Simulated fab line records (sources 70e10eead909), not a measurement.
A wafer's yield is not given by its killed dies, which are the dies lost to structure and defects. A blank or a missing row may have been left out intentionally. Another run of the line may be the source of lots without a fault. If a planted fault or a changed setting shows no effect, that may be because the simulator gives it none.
A struck lot beside a sound one    flow nand-harc    14 out of 1159 route steps
Sound: wafers L662.2, L662.3, L662.6. Struck: wafers L672.1, L672.2. (L672.4 of the same lot was not struck and is left out.) The cause comes at the end.
Per side, at each step with rows, come the tool, then ch with its chambers, and then its first start. Under that, the readings that differ: sound wafers    struck wafers    difference of the means    sigmas: that difference in standard deviations of wafers without a fault.
alike: readings whose means differ by less than 2 such deviations, and words and numbers that are the same on both sides. not compared: withheld readings, readings that some wafer has no value for, bounds like >300 that may hide the same value, and numbers for which the record gives no deviation and whose values overlap.
A row with sigmas, a row that says differs or no value, or rows on one side alone: a step with any of these is where the two part. Non-overlapping numbers with no deviation appear without sigmas and do not part them. A reading missing from all wafers of one side parts the sides only when that side holds two or more wafers.

first, 2 steps without rows for these wafers: NHARC_A_SOURCE_PLATE_CVD_03 (deposits poly-Si, target thk 200 nm, time 4000 s); NHARC_A_SOURCE_PLATE_ANNEAL_05 (time 1800 s).
NHARC_A_SOURCE_PLATE_THK_MEAS_06: measures by ellipsometry.
  sound on film-metro-01 at day 7 20:50; struck on film-metro-02 at day 11 00:41
  alike: thk-nm
NHARC_A_SOURCE_PLATE_INSPECT_08:
  sound on defect-inspect-01 at day 7 20:54; struck on defect-inspect-02 at day 11 00:47
  alike: raw-defect-count
following that, 1 step holds no rows for these wafers, namely NHARC_A_ONON_D1_DEP_00 (target thickness 1000 nm).
NHARC_A_ONON_D1_THK_MEAS_02: measures by ellipsometry.
  sound on film-metro-02 at day 7 21:28; struck on film-metro-02 at day 11 01:22
  alike: thk-nm
following that, 1 step holds no rows for these wafers, namely NHARC_A_ONON_D1_DEP_03 (target thickness 1000 nm).
NHARC_A_ONON_D1_THK_MEAS_05: measures by ellipsometry.
  sound on film-metro-01 at day 7 22:02; struck on film-metro-02 at day 11 01:56
  alike: thk-nm
following that, 1 step holds no rows for these wafers, namely NHARC_A_ONON_D1_DEP_06 (target thickness 1000 nm).
NHARC_A_ONON_D1_THK_MEAS_08: measures by ellipsometry.
  sound on film-metro-02 at day 7 22:37; struck on film-metro-01 at day 11 02:30
  alike: thk-nm
NHARC_A_ONON_D1_DEP_09: target thk 1000 nm.
  sound on pecvd-onon-03 ch 0, day 7 22:43; struck on pecvd-onon-02 ch 0, day 11 02:34
  alike: nh3-flow-sccm, sih4-flow-sccm
NHARC_A_ONON_D1_THK_MEAS_11: measures by ellipsometry.
  sound on film-metro-02 at day 7 23:10; struck on film-metro-01 at day 11 03:04
reading      sound        struck   difference  sigmas
thk-nm (nm)  989 991 989  703 702  -287        -30
following that, 1 step holds no rows for these wafers, namely NHARC_A_ONON_D1_DEP_12 (target thickness 1000 nm).
-- break in the record here, with 11 days between the starts of the struck wafers on either side (left off in module A_ONON_D1, picked up again in module END, where the first step shown is number 1159 on the route) --
NHARC_END_SORT_01:
  at this point the record logs the struck wafers (prober-02 ch 0, day 22 13:29) and has no rows for the sound ones

== WHERE THEY PART ==
First at NHARC_A_ONON_D1_THK_MEAS_11; last, within this record, at NHARC_END_SORT_01.

WHY: what had been put in by the simulator
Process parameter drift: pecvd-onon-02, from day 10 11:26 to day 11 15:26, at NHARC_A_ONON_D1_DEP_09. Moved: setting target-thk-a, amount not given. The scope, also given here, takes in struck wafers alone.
